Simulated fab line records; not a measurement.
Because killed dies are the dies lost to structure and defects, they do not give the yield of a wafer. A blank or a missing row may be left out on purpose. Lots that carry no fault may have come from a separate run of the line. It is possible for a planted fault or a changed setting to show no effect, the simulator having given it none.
Chamber matching ; flow n5Finfet ; N5_MOL_CONTACT_COAG_VIA_ETCH_46 on rieDiel-04: 4 sister chambers
The step etches SiO2 in C4F6/O2, target depth 46 nm, overetch 9.2 nm, time 40 s. 8 wafers are shown with their chamber, then 9 later ones without.

== EACH WAFER AND ITS CHAMBER ==
wafer;chamber;throttleValvePct (%);showerheadPlenumPTorr (Torr)
L078.6;1;40.51;2.71
L080.1;2;41.12;2.78
L080.6;3;40.53;2.81
L082.1;1;40.49;2.70
L082.6;0;40.71;3.01
L090.1;2;41.14;2.77
L090.4;0;40.74;3.00
L090.5;3;40.54;2.80

== WAFERS WITH NO CHAMBER GIVEN ==
wafer;throttleValvePct (%);showerheadPlenumPTorr (Torr)
L091.3;40.48;2.69
L091.4;41.16;2.77
L091.5;41.13;2.77
L094.1;40.53;2.80
L094.2;40.50;2.69
L094.4;41.15;2.76
L097.2;40.75;3.00
L097.4;40.50;2.69
L097.6;40.74;3.00

== WHICH CHAMBER EACH ONE RAN IN ==
wafer;from the rows above;in truth
L091.3;1;1
L091.4;2;2
L091.5;2;2
L094.1;3;3
L094.2;1;1
L094.4;2;2
L097.2;0;0
L097.4;1;1
L097.6;0;0
9 of 9 placed correctly. Not placeable from these rows: 0. Placed wrongly: 0.
How it was worked out, from the rows above alone: a wafer's distance from a chamber is the root of the sum, over the readings, of the square of ((its reading less the chamber's mean) divided by the reading's scatter). The wafer belongs to the nearest chamber; if the next one is less than 2 further off, it can't be placed. A chamber's mean is the mean of its shown wafers. How the scatter is found: for the shown wafers, subtract from each reading the mean of its chamber, square and add these, divide the total by (wafers less chambers), then take the root.
